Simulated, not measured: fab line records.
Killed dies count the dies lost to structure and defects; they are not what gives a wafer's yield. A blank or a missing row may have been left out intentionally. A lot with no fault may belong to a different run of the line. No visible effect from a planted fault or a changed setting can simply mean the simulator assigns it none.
Matching of chambers / flow nandHarc / NHARC_A_SGD_CUT_DESCUM_14 on rieDiel-02 has 4 sister chambers
The step chemistry O2, time 3 s. 14 wafers are shown with their chamber, then 7 later ones without.

EACH WAFER AND ITS CHAMBER
wafer=L077.3; chamber=2; showerheadPlenumPTorr (Torr)=2.01; o2FlowSccm (sccm)=199.5; oesProductAu (a.u.)=0.999
wafer=L077.4; chamber=1; showerheadPlenumPTorr (Torr)=1.96; o2FlowSccm (sccm)=201.5; oesProductAu (a.u.)=1.002
wafer=L077.6; chamber=1; showerheadPlenumPTorr (Torr)=1.96; o2FlowSccm (sccm)=200.6; oesProductAu (a.u.)=1.011
wafer=L080.2; chamber=3; showerheadPlenumPTorr (Torr)=2.01; o2FlowSccm (sccm)=201.1; oesProductAu (a.u.)=1.014
wafer=L080.3; chamber=2; showerheadPlenumPTorr (Torr)=2.01; o2FlowSccm (sccm)=200.8; oesProductAu (a.u.)=0.987
wafer=L080.5; chamber=3; showerheadPlenumPTorr (Torr)=2.01; o2FlowSccm (sccm)=199.9; oesProductAu (a.u.)=0.998
wafer=L085.1; chamber=0; showerheadPlenumPTorr (Torr)=1.96; o2FlowSccm (sccm)=200.1; oesProductAu (a.u.)=0.995
wafer=L085.2; chamber=3; showerheadPlenumPTorr (Torr)=2.01; o2FlowSccm (sccm)=200.2; oesProductAu (a.u.)=1.024
wafer=L085.4; chamber=2; showerheadPlenumPTorr (Torr)=2.01; o2FlowSccm (sccm)=200.6; oesProductAu (a.u.)=0.998
wafer=L087.2; chamber=1; showerheadPlenumPTorr (Torr)=1.96; o2FlowSccm (sccm)=200.8; oesProductAu (a.u.)=0.996
wafer=L087.3; chamber=0; showerheadPlenumPTorr (Torr)=1.95; o2FlowSccm (sccm)=199.7; oesProductAu (a.u.)=1.003
wafer=L087.5; chamber=2; showerheadPlenumPTorr (Torr)=2.01; o2FlowSccm (sccm)=200.2; oesProductAu (a.u.)=1.008
wafer=L089.1; chamber=3; showerheadPlenumPTorr (Torr)=2.01; o2FlowSccm (sccm)=200.4; oesProductAu (a.u.)=1.006
wafer=L089.3; chamber=0; showerheadPlenumPTorr (Torr)=1.95; o2FlowSccm (sccm)=200.0; oesProductAu (a.u.)=0.993

SIGNATURES (averages over the wafers above)
reading=showerheadPlenumPTorr; chamber 0=1.9533; chamber 1=1.9600; chamber 2=2.0100; chamber 3=2.0100; scatter within a chamber=0.00258
reading=o2FlowSccm; chamber 0=199.933; chamber 1=200.967; chamber 2=200.275; chamber 3=200.400; scatter within a chamber=0.48
reading=oesProductAu; chamber 0=0.99700; chamber 1=1.00300; chamber 2=0.99800; chamber 3=1.01050; scatter within a chamber=0.00873
Rule: a wafer lies at a distance from a chamber equal to the root of the sum of squares, over the readings, of (its reading less the chamber's mean, divided by the reading's scatter). If the next closest chamber is less than 2 further off than the closest, the wafer can't be placed; otherwise it belongs to the closest. The scatter: take each reading less its chamber's mean, square it, sum over the shown wafers, divide by the number of wafers less the number of chambers, and take the root.

WAFERS WHOSE CHAMBER IS MISSING
wafer=L089.6; showerheadPlenumPTorr (Torr)=2.01; o2FlowSccm (sccm)=200.8; oesProductAu (a.u.)=1.013
wafer=L093.1; showerheadPlenumPTorr (Torr)=2.01; o2FlowSccm (sccm)=200.3; oesProductAu (a.u.)=1.016
wafer=L093.5; showerheadPlenumPTorr (Torr)=2.01; o2FlowSccm (sccm)=199.4; oesProductAu (a.u.)=1.005
wafer=L093.6; showerheadPlenumPTorr (Torr)=1.95; o2FlowSccm (sccm)=198.6; oesProductAu (a.u.)=0.999
wafer=L094.1; showerheadPlenumPTorr (Torr)=2.01; o2FlowSccm (sccm)=199.8; oesProductAu (a.u.)=1.005
wafer=L094.2; showerheadPlenumPTorr (Torr)=1.95; o2FlowSccm (sccm)=199.3; oesProductAu (a.u.)=0.995
wafer=L094.4; showerheadPlenumPTorr (Torr)=2.01; o2FlowSccm (sccm)=199.0; oesProductAu (a.u.)=0.989

EACH ONE'S CHAMBER
wafer=L089.6; from the rows above=can't be placed: 3 or 2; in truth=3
wafer=L093.1; from the rows above=can't be placed: 3 or 2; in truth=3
wafer=L093.5; from the rows above=can't be placed: 2 or 3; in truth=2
wafer=L093.6; from the rows above=0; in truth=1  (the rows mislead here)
wafer=L094.1; from the rows above=can't be placed: 2 or 3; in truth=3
wafer=L094.2; from the rows above=0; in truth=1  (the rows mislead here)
wafer=L094.4; from the rows above=can't be placed: 2 or 3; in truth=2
Placed correctly: 0 of 7. From these rows, 5 cannot be placed; in 5 the true chamber is one of the candidates. Number placed wrongly: 2.
